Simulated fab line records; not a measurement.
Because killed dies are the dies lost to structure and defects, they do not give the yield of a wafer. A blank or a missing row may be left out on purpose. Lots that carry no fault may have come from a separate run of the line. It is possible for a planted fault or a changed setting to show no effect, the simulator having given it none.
fab line records -- flow n5-finfet -- part 1 of 2: steps 1 to 3 of 6
[record] lots = 22, wafers = 66, last-day = 19
route steps=1938 shown MOL_CONTACT_COAG@577 BEOL_M0_SAQP@640
lots that met no fault: taken from a fault-free run of the same line
start-h: hours from the record's first day to the start of the lot's first wafer shown -- wait-h: hours from the lot's prior step to this one -- " repeats the value in the row above -- L1.1+2: one row covering several wafers at once -- - value missing, or start not given -- * or withheld: withheld -- < > ~ a bound
route shown NAME@n: names a module that has steps shown in the file, with the first one's number in the route -- usual: the fault-free wafers' mean and standard deviation -- same: alike in all rows -- chamber/n: place in a boat -- sites: each site's reading -- _std_site: their standard deviation -- _edge_site: mean of outer sites minus mean of inner sites -- radius-mm: for every site, how far away it sits from the centre of the wafer -- mask NAME#n: copy n -- behind: the most recent tool/chamber to have shaped the wafer -- hold: cause of the lot's hold/its duration in hours/its outcome -- device: the n, p or np transistor that did not switch -- end of line: tests of these same wafers at the route's end -- step lacking rows: just its recipe -- killed: not the wafer's yield, but the dies lost to structure and defects at the first sort -- map: shows each die of a wafer: x if killed, . if not, _ if none is there
set.NAME: setting as actually run; set.NAME@STEP: the setting as run at that earlier step -- model.NAME: the simulator's own value behind a step, which no gauge read
the route's steps for a sample of lots (tables are steps, rows are wafers)
services: the hour from which a tool's chamber was out of use, counted from the record's first day as start-h (under 0 if before that day), plus the number of hours and why
[[steps]]
[step N5_MOL_CONTACT_COAG_ETCH_89]
[recipe] chemistry = N2/H2, target = underlayer, target-depth-a = 130, mask-material = CAR-EUV, time-s = 10.4, ion-energy-ev = 200, pressure-mtorr = 30, source-w = 840, bias-w = 150, n2-flow-sccm = 200, h2-flow-sccm = 200, ends = cleared
[usual] drypump-motor-current-A = 5.9/0.37, etch-rf-on-time-s = 10.39/0.13, oes-product-au = 0.68/0.071, rf-vpp-V = 525/3.5, showerhead-plenum-p-Torr = 2.59/0.12, throttle-valve-pct = 17.80/0.19
lot.wafer,tool,chamber,start-h,wait-h,drypump-motor-current-A,etch-rf-on-time-s,oes-product-au,rf-hours-counter-h,rf-vpp-V,showerhead-plenum-p-Torr,throttle-valve-pct
L075.1,rie-diel-02,1,108.63,0.0,5.5,10.54,0.72,57,529,2.69,17.66
L075.4,rie-diel-02,3,108.63,0.0,5.9,10.57,0.64,163,525,2.65,17.75
L075.5,rie-diel-02,0,108.63,0.0,5.3,10.31,0.77,-,527,2.71,17.56
L076.1,rie-diel-02,3,114.34,0.0,5.9,10.54,0.64,165,527,2.65,17.74
L076.5,rie-diel-02,0,114.34,0.0,5.3,10.31,0.76,-,529,2.71,17.57
L076.6,rie-diel-02,1,114.34,0.0,5.5,10.48,0.72,-,529,2.69,17.68
L077.2,rie-diel-04,0,118.31,0.0,6.4,10.24,0.79,22,528,2.70,17.56
L077.3,rie-diel-04,1,118.31,0.0,6.1,10.49,0.63,189,520,2.42,17.68
L077.6,rie-diel-04,0,118.31,0.0,6.4,10.20,0.79,-,529,2.70,17.56
L078.2,rie-diel-02,2,123.34,0.0,6.4,10.37,0.58,227,523,2.51,18.12
L078.5,rie-diel-02,3,123.34,0.0,5.9,10.57,0.63,-,525,2.65,17.73
L078.6,rie-diel-02,0,123.34,0.0,5.3,10.15,0.76,-,529,2.71,17.58
L079.3,rie-diel-05,0,130.12,0.0,5.5,10.33,0.66,147,527,2.65,17.64
L079.4,rie-diel-05,0,130.12,0.0,5.5,10.33,0.67,-,528,2.65,17.63
L079.6,rie-diel-05,1,130.12,0.0,5.4,10.41,0.65,-,520,2.35,18.00
L080.1,rie-diel-02,1,133.76,0.0,5.5,10.44,0.71,66,529,2.68,17.70
L080.2,rie-diel-02,2,133.76,0.0,6.4,10.43,0.58,230,522,2.51,18.14
L080.6,rie-diel-02,3,133.76,0.0,5.9,10.62,0.63,-,527,2.64,17.75
L082.1,rie-diel-04,2,149.01,0.0,6.1,10.34,0.74,46,523,2.48,17.99
L082.2,rie-diel-04,0,149.01,0.0,6.4,10.21,0.78,33,529,2.70,17.56
L082.6,rie-diel-04,2,149.01,0.0,6.1,10.37,0.76,-,523,2.48,18.00
L083.1,rie-diel-05,0,156.56,0.0,5.5,10.33,0.65,157,527,2.65,17.65
L083.3,rie-diel-05,1,156.56,0.0,5.4,10.49,0.65,131,519,2.35,18.02
L083.5,rie-diel-05,1,156.56,0.0,5.4,10.47,0.65,-,520,2.35,18.01
L084.1,rie-diel-04,2,160.24,0.0,6.2,10.34,0.75,48,522,2.48,17.99
L084.2,rie-diel-04,1,160.24,0.0,6.1,10.54,0.62,203,520,2.41,17.70
L084.5,rie-diel-04,3,160.24,0.0,6.0,10.27,0.63,-,524,2.52,17.80
L086.1,rie-diel-02,1,172.99,0.0,5.5,10.48,0.69,78,528,2.68,17.71
L086.4,rie-diel-02,2,172.99,0.0,6.4,10.46,0.57,242,523,2.51,18.14
L086.5,rie-diel-02,1,172.99,0.0,5.5,10.48,0.70,-,528,2.68,17.72
L085.1,rie-diel-02,0,173.61,0.0,5.3,10.44,0.73,35,528,2.70,17.60
L085.2,rie-diel-02,2,173.61,0.0,6.4,10.46,0.57,242,522,2.51,18.15
L085.6,rie-diel-02,1,173.61,0.0,5.4,10.59,0.69,-,529,2.68,17.72
L087.1,rie-diel-05,1,181.82,0.0,5.4,10.46,0.64,139,517,2.34,18.02
L087.5,rie-diel-05,0,181.82,0.0,5.5,10.47,0.65,-,527,2.64,17.68
L087.6,rie-diel-05,3,181.82,0.0,6.3,10.32,0.61,-,525,2.62,18.15
L088.1,rie-diel-05,1,182.74,0.0,5.5,10.53,0.65,139,518,2.34,18.01
L088.2,rie-diel-05,0,182.74,0.0,5.5,10.41,0.65,166,527,2.64,17.67
L088.5,rie-diel-05,2,182.74,0.0,5.8,10.28,0.79,-,529,2.71,17.68
L089.1,rie-diel-04,3,190.58,0.0,6.0,10.26,0.63,203,523,2.52,17.81
L089.2,rie-diel-04,2,190.58,0.0,6.1,10.26,0.73,60,522,2.48,18.01
L089.5,rie-diel-04,0,190.58,0.0,6.4,10.11,0.76,-,528,2.69,17.59
L090.1,rie-diel-04,1,193.69,0.0,6.1,10.41,0.61,216,519,2.41,17.74
L090.4,rie-diel-04,2,193.69,0.0,6.1,10.31,0.73,62,523,2.48,18.02
L090.5,rie-diel-04,3,193.69,0.0,6.0,10.28,0.62,-,524,2.52,17.82
L091.3,rie-diel-04,0,198.83,0.0,6.4,10.19,0.75,50,528,2.69,17.60
L091.4,rie-diel-04,3,198.83,0.0,6.0,10.13,0.62,206,523,2.52,17.84
L091.5,rie-diel-04,3,198.83,0.0,6.0,10.09,0.62,-,521,2.52,17.82
L092.1,rie-diel-05,2,204.42,0.0,5.8,10.25,0.77,19,529,2.71,17.68
L092.3,rie-diel-05,3,204.42,0.0,6.3,10.32,0.60,245,526,2.61,18.14
L092.5,rie-diel-05,3,204.42,0.0,6.3,10.35,0.60,-,526,2.61,18.16
L093.3,rie-diel-02,3,212.56,0.0,5.9,10.69,0.61,200,527,2.63,17.78
L093.5,rie-diel-02,0,212.56,0.0,5.3,10.41,0.71,-,529,2.70,17.61
L093.6,rie-diel-02,1,212.56,0.0,5.5,10.59,0.68,-,528,2.67,17.74
L094.1,rie-diel-02,1,218.24,0.0,5.5,10.46,0.68,97,529,2.67,17.74
L094.2,rie-diel-02,2,218.24,0.0,6.4,10.44,0.86,1,522,2.50,17.70
L094.4,rie-diel-02,0,218.24,0.0,5.3,10.33,0.71,53,525,2.69,17.62
L095.2,rie-diel-05,3,222.55,0.0,6.3,10.38,0.59,251,526,2.61,18.16
L095.5,rie-diel-05,3,222.55,0.0,6.3,10.36,0.59,-,526,2.61,18.15
L095.6,rie-diel-05,2,222.55,0.0,5.8,10.36,0.75,-,529,2.71,17.68
L096.1,rie-diel-05,0,227.12,0.0,5.5,10.42,0.64,178,527,2.64,17.70
L096.2,rie-diel-05,1,227.12,0.0,5.4,10.54,0.63,152,518,2.34,18.06
L096.3,rie-diel-05,2,227.12,0.0,5.8,10.31,0.75,26,529,2.71,17.71
L097.2,rie-diel-02,2,233.82,0.0,6.4,10.23,0.83,6,524,2.50,17.73
L097.4,rie-diel-02,3,233.82,0.0,5.9,10.50,0.62,208,526,2.63,17.81
L097.6,rie-diel-02,1,233.82,0.0,5.5,10.49,0.68,-,528,2.67,17.74
[step N5_MOL_CONTACT_COAG_ETCH_91]
[recipe] chemistry = N2/H2, target = SOC, target-depth-a = 600, overetch-a = 210, mask-material = SiARC, temp-c = 40, time-s = 101.2, ion-energy-ev = 200, pressure-mtorr = 30, source-w = 840, bias-w = 150, n2-flow-sccm = 200, h2-flow-sccm = 200
[usual] drypump-motor-current-A = 5.9/0.36, oes-product-au = 0.66/0.063, rf-vpp-V = 525/3.4, showerhead-plenum-p-Torr = 2.58/0.12, throttle-valve-pct = 17.77/0.19
lot.wafer,tool,chamber,start-h,wait-h,drypump-motor-current-A,oes-product-au,rf-hours-counter-h,rf-vpp-V,showerhead-plenum-p-Torr,throttle-valve-pct
L075.1,rie-diel-02,1,108.98,0.0,5.5,0.71,57,527,2.69,17.64
L075.4,rie-diel-02,2,108.98,0.0,6.4,0.57,224,524,2.52,18.07
L075.5,rie-diel-02,1,108.98,0.0,5.5,0.70,-,528,2.69,17.66
L076.1,rie-diel-04,0,114.94,0.0,6.4,0.77,21,529,2.70,17.51
L076.5,rie-diel-04,1,114.94,0.0,6.1,0.62,-,520,2.42,17.64
L076.6,rie-diel-04,2,114.94,0.0,6.1,0.76,-,521,2.49,17.93
L077.2,rie-diel-04,2,118.62,0.0,6.1,0.75,35,522,2.49,17.91
L077.3,rie-diel-04,0,118.62,0.0,6.4,0.76,22,529,2.70,17.51
L077.6,rie-diel-04,0,118.62,0.0,6.4,0.77,-,529,2.70,17.51
L078.2,rie-diel-04,2,123.65,0.0,6.0,0.74,37,522,2.49,17.92
L078.5,rie-diel-04,0,123.65,0.0,6.4,0.77,-,528,2.70,17.52
L078.6,rie-diel-04,1,123.65,0.0,6.1,0.62,-,521,2.42,17.66
L079.3,rie-diel-02,2,130.53,0.0,6.4,0.58,229,523,2.51,18.09
L079.4,rie-diel-02,3,130.53,0.0,5.9,0.64,171,525,2.64,17.70
L079.6,rie-diel-02,2,130.53,0.0,6.4,0.58,-,523,2.51,18.08
L080.1,rie-diel-04,2,134.19,0.0,6.1,0.75,41,524,2.48,17.93
L080.2,rie-diel-04,0,134.19,0.0,6.4,0.76,28,528,2.70,17.52
L080.6,rie-diel-04,3,134.19,0.0,6.0,0.62,-,522,2.53,17.75
L082.1,rie-diel-04,1,149.40,0.0,6.1,0.62,200,521,2.41,17.67
L082.2,rie-diel-04,0,149.40,0.0,6.4,0.75,34,528,2.70,17.53
L082.6,rie-diel-04,0,149.40,0.0,6.4,0.75,-,529,2.70,17.54
L083.1,rie-diel-05,2,156.87,0.0,5.8,0.79,6,528,2.72,17.63
L083.3,rie-diel-05,3,156.87,0.0,6.3,0.59,231,525,2.62,18.09
L083.5,rie-diel-05,3,156.87,0.0,6.3,0.59,-,527,2.62,18.11
L084.1,rie-diel-05,2,160.55,0.0,5.8,0.78,6,530,2.72,17.62
L084.2,rie-diel-05,0,160.55,0.0,5.5,0.64,158,525,2.65,17.62
L084.5,rie-diel-05,0,160.55,0.0,5.5,0.64,-,527,2.65,17.62
L086.1,rie-diel-05,0,173.43,0.0,5.5,0.64,162,525,2.64,17.62
L086.4,rie-diel-05,3,173.43,0.0,6.3,0.59,236,527,2.62,18.10
L086.5,rie-diel-05,0,173.43,0.0,5.5,0.63,-,528,2.64,17.63
L085.1,rie-diel-05,0,173.92,0.0,5.5,0.63,162,527,2.64,17.65
L085.2,rie-diel-05,1,173.92,0.0,5.4,0.64,136,519,2.35,18.02
L085.6,rie-diel-05,0,173.92,0.0,5.6,0.63,-,526,2.64,17.64
L087.1,rie-diel-02,0,182.14,0.0,5.3,0.72,38,529,2.70,17.58
L087.5,rie-diel-02,0,182.14,0.0,5.3,0.71,-,529,2.70,17.57
L087.6,rie-diel-02,1,182.14,0.0,5.5,0.69,-,526,2.68,17.68
L088.1,rie-diel-05,0,183.08,0.0,5.6,0.63,166,527,2.64,17.64
L088.2,rie-diel-05,2,183.08,0.0,5.8,0.77,14,530,2.72,17.65
L088.5,rie-diel-05,0,183.08,0.0,5.5,0.63,-,526,2.64,17.65
L089.1,rie-diel-02,0,191.38,0.0,5.3,0.70,41,529,2.70,17.56
L089.2,rie-diel-02,3,191.38,0.0,5.9,0.62,190,528,2.64,17.77
L089.5,rie-diel-02,3,191.38,0.0,5.9,0.62,-,526,2.64,17.75
L090.1,rie-diel-04,2,194.16,0.0,6.1,0.71,62,521,2.47,17.97
L090.4,rie-diel-04,0,194.16,0.0,6.4,0.75,49,528,2.69,17.56
L090.5,rie-diel-04,3,194.16,0.0,6.0,0.61,-,523,2.52,17.80
L091.3,rie-diel-04,1,199.14,0.0,6.1,0.60,219,519,2.40,17.70
L091.4,rie-diel-04,2,199.14,0.0,6.1,0.71,64,523,2.47,17.98
L091.5,rie-diel-04,2,199.14,0.0,6.1,0.71,-,522,2.47,17.96
L092.1,rie-diel-02,1,204.95,0.0,5.5,0.68,91,527,2.67,17.69
L092.3,rie-diel-02,0,204.95,0.0,5.3,0.69,47,528,2.70,17.58
L092.5,rie-diel-02,1,204.95,0.0,5.5,0.67,-,528,2.67,17.71
L093.3,rie-diel-02,1,212.90,0.0,5.5,0.67,95,530,2.67,17.72
L093.5,rie-diel-02,0,212.90,0.0,5.3,0.69,-,529,2.70,17.58
L093.6,rie-diel-02,3,212.90,0.0,5.9,0.62,-,525,2.63,17.77
L094.1,rie-diel-04,3,218.56,0.0,6.0,0.61,214,522,2.52,17.80
L094.2,rie-diel-04,1,218.56,0.0,6.1,0.60,227,520,2.40,17.72
L094.4,rie-diel-04,2,218.56,0.0,6.1,0.70,73,522,2.47,17.99
L095.2,rie-diel-05,3,222.87,0.0,6.3,0.58,251,525,2.61,18.15
L095.5,rie-diel-05,2,222.87,0.0,5.8,0.74,-,529,2.71,17.64
L095.6,rie-diel-05,3,222.87,0.0,6.3,0.59,-,526,2.61,18.14
L096.1,rie-diel-02,2,227.43,0.0,6.4,0.82,3,523,2.50,17.69
L096.2,rie-diel-02,0,227.43,0.0,5.3,0.68,57,527,2.69,17.61
L096.3,rie-diel-02,3,227.43,0.0,5.9,0.60,206,527,2.63,17.77
L097.2,rie-diel-04,0,234.29,0.0,6.4,0.71,64,529,2.68,17.59
L097.4,rie-diel-04,1,234.29,0.0,6.1,0.60,234,519,2.40,17.72
L097.6,rie-diel-04,0,234.29,0.0,6.4,0.72,-,527,2.68,17.57
[step N5_MOL_CONTACT_COAG_VIA_ETCH_46]
[recipe] chemistry = C4F6/O2, target-depth-a = 460, overetch-a = 92, mask-material = SOC, target = SiO2, bias-w = 455, pressure-mtorr = 10, time-s = 40, source-w = 325, Ar_flow_sccm = 300, C4F6_flow_sccm = 10, O2_flow_sccm = 10, ion-energy-ev = 575.3, ends = end-point
[usual] C4F6_flow_sccm = 10.000/0.028, drypump-motor-current-A = 5.9/0.36, oes-product-au = 0.71/0.069, rf-vpp-V = 1592/11, showerhead-plenum-p-Torr = 2.87/0.13, throttle-valve-pct = 40.80/0.27
lot.wafer,tool,chamber,start-h,wait-h,C4F6_flow_sccm,drypump-motor-current-A,oes-product-au,rf-hours-counter-h,rf-vpp-V,showerhead-plenum-p-Torr,throttle-valve-pct
L075.1,rie-diel-02,1,109.10,0.0,9.990,5.5,0.75,57,1606,3.01,41.04
L075.4,rie-diel-02,2,109.10,0.0,9.964,6.4,0.62,224,1605,2.79,40.98
L075.5,rie-diel-02,1,109.10,0.0,10.030,5.5,0.76,-,1606,3.01,41.03
L076.1,rie-diel-04,0,115.06,0.0,10.008,6.4,0.82,21,1588,3.02,40.71
L076.5,rie-diel-04,1,115.06,0.0,9.947,6.1,0.67,-,1568,2.71,40.50
L076.6,rie-diel-04,2,115.06,0.0,10.040,6.1,0.80,-,1590,2.78,41.14
L077.2,rie-diel-04,2,118.74,0.0,10.038,6.1,0.79,35,1589,2.78,41.12
L077.3,rie-diel-04,0,118.74,0.0,10.006,6.4,0.82,22,1587,3.02,40.71
L077.6,rie-diel-04,0,118.74,0.0,10.012,6.4,0.83,-,1588,3.02,40.71
L078.2,rie-diel-04,2,123.78,0.0,9.956,6.1,0.80,37,1590,2.78,41.14
L078.5,rie-diel-04,0,123.78,0.0,10.001,6.4,0.83,-,1587,3.02,40.69
L078.6,rie-diel-04,1,123.78,0.0,10.016,6.1,0.67,-,1568,2.71,40.51
L079.3,rie-diel-02,2,130.65,0.0,9.981,6.4,0.61,229,1603,2.79,40.96
L079.4,rie-diel-02,3,130.65,0.0,9.941,5.9,0.67,171,1588,2.93,40.42
L079.6,rie-diel-02,2,130.65,0.0,9.987,6.4,0.61,-,1603,2.79,41.00
L080.1,rie-diel-04,2,134.31,0.0,9.968,6.1,0.78,41,1590,2.78,41.12
L080.2,rie-diel-04,0,134.31,0.0,10.008,6.4,0.81,28,1587,3.01,40.74
L080.6,rie-diel-04,3,134.31,0.0,9.978,6.0,0.67,-,1600,2.81,40.53
L082.1,rie-diel-04,1,149.53,0.0,9.985,6.1,0.65,200,1567,2.70,40.49
L082.2,rie-diel-04,0,149.53,0.0,10.026,6.4,0.80,34,1586,3.01,40.73
L082.6,rie-diel-04,0,149.53,0.0,10.028,6.4,0.81,-,1585,3.01,40.71
L083.1,rie-diel-05,2,156.99,0.0,10.014,5.8,0.83,6,1607,3.03,40.75
L083.3,rie-diel-05,3,156.99,0.0,10.012,6.3,0.62,231,1584,2.92,41.09
L083.5,rie-diel-05,3,156.99,0.0,10.033,6.3,0.63,-,1584,2.92,41.10
L084.1,rie-diel-05,2,160.67,0.0,10.003,5.8,0.83,6,1609,3.03,40.74
L084.2,rie-diel-05,0,160.67,0.0,10.013,5.5,0.67,158,1605,2.94,40.50
L084.5,rie-diel-05,0,160.67,0.0,10.040,5.5,0.68,-,1606,2.94,40.49
L086.1,rie-diel-05,0,173.56,0.0,9.961,5.5,0.66,162,1603,2.94,40.49
L086.4,rie-diel-05,3,173.56,0.0,10.017,6.3,0.63,236,1584,2.92,41.08
L086.5,rie-diel-05,0,173.56,0.0,10.012,5.5,0.67,-,1605,2.94,40.50
L085.1,rie-diel-05,0,174.04,0.0,9.998,5.6,0.67,163,1605,2.94,40.48
L085.2,rie-diel-05,1,174.04,0.0,10.002,5.4,0.68,136,1583,2.63,41.19
L085.6,rie-diel-05,0,174.04,0.0,9.995,5.5,0.68,-,1603,2.94,40.52
L087.1,rie-diel-02,0,182.26,0.0,10.029,5.3,0.74,38,1587,3.00,40.90
L087.5,rie-diel-02,0,182.26,0.0,9.975,5.3,0.76,-,1587,3.00,40.89
L087.6,rie-diel-02,1,182.26,0.0,9.993,5.5,0.74,-,1605,3.00,41.06
L088.1,rie-diel-05,0,183.20,0.0,10.019,5.5,0.68,166,1605,2.94,40.48
L088.2,rie-diel-05,2,183.20,0.0,10.001,5.8,0.82,14,1608,3.03,40.76
L088.5,rie-diel-05,0,183.20,0.0,9.999,5.5,0.69,-,1605,2.94,40.50
L089.1,rie-diel-02,0,191.50,0.0,10.018,5.3,0.75,41,1586,3.00,40.90
L089.2,rie-diel-02,3,191.50,0.0,9.987,5.9,0.66,191,1588,2.92,40.43
L089.5,rie-diel-02,3,191.50,0.0,10.051,5.9,0.66,-,1588,2.92,40.44
L090.1,rie-diel-04,2,194.28,0.0,9.976,6.1,0.76,62,1588,2.77,41.14
L090.4,rie-diel-04,0,194.28,0.0,10.033,6.4,0.79,49,1588,3.00,40.74
L090.5,rie-diel-04,3,194.28,0.0,10.000,6.0,0.66,-,1595,2.80,40.54
L091.3,rie-diel-04,1,199.26,0.0,10.028,6.1,0.64,219,1567,2.69,40.48
L091.4,rie-diel-04,2,199.26,0.0,10.050,6.1,0.76,64,1588,2.77,41.16
L091.5,rie-diel-04,2,199.26,0.0,10.003,6.1,0.76,-,1588,2.77,41.13
L092.1,rie-diel-02,1,205.08,0.0,10.002,5.5,0.72,91,1604,2.99,41.05
L092.3,rie-diel-02,0,205.08,0.0,9.968,5.3,0.75,47,1586,3.00,40.93
L092.5,rie-diel-02,1,205.08,0.0,10.018,5.5,0.72,-,1605,2.99,41.05
L093.3,rie-diel-02,1,213.02,0.0,10.031,5.5,0.72,95,1605,2.99,41.08
L093.5,rie-diel-02,0,213.02,0.0,10.003,5.3,0.74,-,1586,3.00,40.91
L093.6,rie-diel-02,3,213.02,0.0,9.984,5.9,0.65,-,1589,2.92,40.44
L094.1,rie-diel-04,3,218.68,0.0,9.984,6.0,0.64,214,1596,2.80,40.53
L094.2,rie-diel-04,1,218.68,0.0,10.006,6.1,0.64,227,1566,2.69,40.50
L094.4,rie-diel-04,2,218.68,0.0,9.980,6.1,0.76,73,1588,2.76,41.15
L095.2,rie-diel-05,3,222.99,0.0,10.016,6.3,0.61,251,1583,2.91,41.13
L095.5,rie-diel-05,2,222.99,0.0,10.035,5.8,0.81,-,1606,3.02,40.78
L095.6,rie-diel-05,3,222.99,0.0,9.988,6.3,0.62,-,1583,2.91,41.11
L096.1,rie-diel-02,2,227.55,0.0,9.980,6.4,0.88,3,1600,2.78,40.71
L096.2,rie-diel-02,0,227.55,0.0,9.973,5.3,0.74,57,1586,2.99,40.93
L096.3,rie-diel-02,3,227.55,0.0,10.020,5.9,0.66,206,1587,2.91,40.45
L097.2,rie-diel-04,0,234.42,0.0,9.973,6.4,0.75,64,1586,3.00,40.75
L097.4,rie-diel-04,1,234.42,0.0,9.965,6.1,0.63,234,1566,2.69,40.50
L097.6,rie-diel-04,0,234.42,0.0,9.975,6.4,0.76,-,1587,3.00,40.74
